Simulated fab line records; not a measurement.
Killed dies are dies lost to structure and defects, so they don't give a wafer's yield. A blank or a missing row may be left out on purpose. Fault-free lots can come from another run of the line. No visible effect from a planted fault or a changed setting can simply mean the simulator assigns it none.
Tool commonality check	flow nand-harc	Sampled: 11 lots, 33 wafers

WHY IT WAS OPENED
On 1 of the 11 lots, a flag is raised at NHARC_P_ZERO_WELL_CD_MEAS_52 on the reading cd-nm. Fault-free wafers read 1999.7 nm, with a standard deviation of 2.3.
Rule: a lot is flagged in two cases, either no wafer of it has a number, or all its wafers with numbers fall more than 4 standard deviations from that mean. All remaining lots are regarded as sound.

lot	measured	on	cd-nm (nm), wafer by wafer	flag
L490	day 2 11:53	cd-sem-03	2001.4 2000.4 2003.0	
L491	day 2 21:41	cd-sem-01	1998.6 2001.5 2002.8	
L493	day 3 17:58	cd-sem-02	2001.9 2001.3 2001.4	
L495	day 4 13:36	cd-sem-02	1937.3 1937.3 1937.8	FLAGGED
L496	day 4 23:58	cd-sem-02	2000.9 2000.3 2000.1	
L503	day 7 21:59	cd-sem-01	1998.5 2003.2 2002.5	
L504	day 8 07:55	cd-sem-02	1999.1 2000.5 2001.0	
L505	day 8 17:47	cd-sem-02	1998.7 2000.9 1999.7	
L506	day 9 03:33	cd-sem-02	1995.8 2002.7 1999.7	
L509	day 10 13:48	cd-sem-03	2000.2 2000.6 2001.9	
L511	day 11 05:38	cd-sem-02	1999.3 1998.2 2000.0	
The numbers of the flagged lots are 1937.5 nm on average: -62.2 nm against the usual, or -27 standard deviations.

LOT BY LOT: THE TOOL USED
2 process steps preceding the reading are held in the record, out of 1302 steps in the route. Every cell lists first the tool, next ch and the chambers used by the sampled wafers, and last the start.
lot	flag	NHARC_P_ZERO_WELL_ETCH_65	NHARC_P_ZERO_WELL_EXPOSE_49
L490		rie-diel-09 ch 0,1,3, day 2 07:34	krf-scanner-04 ch 0, day 2 11:44
L491		rie-diel-09 ch 0,3, day 2 17:29	krf-scanner-04 ch 0, day 2 21:32
L493		rie-diel-12 ch 0,1, day 3 13:40	krf-scanner-01 ch 0, day 3 17:48
L495	FLAGGED	rie-diel-09 ch 0,1,3, day 4 09:21	krf-scanner-01 ch 0, day 4 13:27
L496		rie-diel-09 ch 0,1,2, day 4 19:33	krf-scanner-04 ch 0, day 4 23:49
L503		rie-diel-09 ch 0,1,2, day 7 17:37	krf-scanner-04 ch 0, day 7 21:50
L504		rie-diel-09 ch 0,1,2, day 8 03:29	krf-scanner-01 ch 0, day 8 07:46
L505		rie-diel-02 ch 1,2,3, day 8 13:35	krf-scanner-01 ch 0, day 8 17:38
L506		rie-diel-02 ch 0,1,2, day 8 23:23	krf-scanner-04 ch 0, day 9 03:23
L509		rie-diel-12 ch 1,2,3, day 10 05:30	krf-scanner-01 ch 0, day 10 13:39
L511		rie-diel-09 ch 0,2,3, day 11 01:22	krf-scanner-01 ch 0, day 11 05:28
What is done by these steps:
- NHARC_P_ZERO_WELL_ETCH_65: etches the open film in N2/H2, target depth 80 nm, overetch 24 nm, time 87.88 s.
- NHARC_P_ZERO_WELL_EXPOSE_49: exposes mask P HVPW, target cd 2000 nm.
- NHARC_P_ZERO_WELL_CD_MEAS_52: target cd 2000 nm.

FLAGGED AGAINST TOTAL, ONE TOOL AT A TIME (gauges that did the reading follow at the end)
step	tool	lots run	flagged	share of the flagged lots	sound lots run after its first flagged lot
NHARC_P_ZERO_WELL_ETCH_65	rie-diel-02	2	0	none	-
NHARC_P_ZERO_WELL_ETCH_65	rie-diel-09	7	1	all	4 (L496,L503,L504,L511)
NHARC_P_ZERO_WELL_ETCH_65	rie-diel-12	2	0	none	-
NHARC_P_ZERO_WELL_EXPOSE_49	krf-scanner-01	6	1	all	4 (L504,L505,L509,L511)
NHARC_P_ZERO_WELL_EXPOSE_49	krf-scanner-04	5	0	none	-
NHARC_P_ZERO_WELL_CD_MEAS_52	cd-sem-01	2	0	none	-
NHARC_P_ZERO_WELL_CD_MEAS_52	cd-sem-02	7	1	all	5 (L496,L504,L505,L506,L511)
NHARC_P_ZERO_WELL_CD_MEAS_52	cd-sem-03	2	0	none	-

WHAT IS ALLOWED BY THE TABLE
3 rows of the table ran every flagged lot: rie-diel-09 at NHARC_P_ZERO_WELL_ETCH_65, krf-scanner-01 at NHARC_P_ZERO_WELL_EXPOSE_49, cd-sem-02 at NHARC_P_ZERO_WELL_CD_MEAS_52.
- rie-diel-09 at NHARC_P_ZERO_WELL_ETCH_65 ran 7 lots, 1 of them flagged. Sound lots ran on it after the first flagged one (L496, L503, L504, L511), which a lasting fault on the whole tool wouldn't allow.
- krf-scanner-01 at NHARC_P_ZERO_WELL_EXPOSE_49 ran 6 lots, 1 of them flagged. Sound lots ran on it after the first flagged one (L504, L505, L509, L511), which a lasting fault on the whole tool wouldn't allow.
- cd-sem-02 at NHARC_P_ZERO_WELL_CD_MEAS_52 ran 7 lots, 1 of them flagged. Sound lots ran on it after the first flagged one (L496, L504, L505, L506, L511), which a lasting fault on the whole tool wouldn't allow.
Not one row of the table ran every flagged lot while running no sound lot after the first.

WHAT HAD BEEN PUT IN BY THE SIMULATOR
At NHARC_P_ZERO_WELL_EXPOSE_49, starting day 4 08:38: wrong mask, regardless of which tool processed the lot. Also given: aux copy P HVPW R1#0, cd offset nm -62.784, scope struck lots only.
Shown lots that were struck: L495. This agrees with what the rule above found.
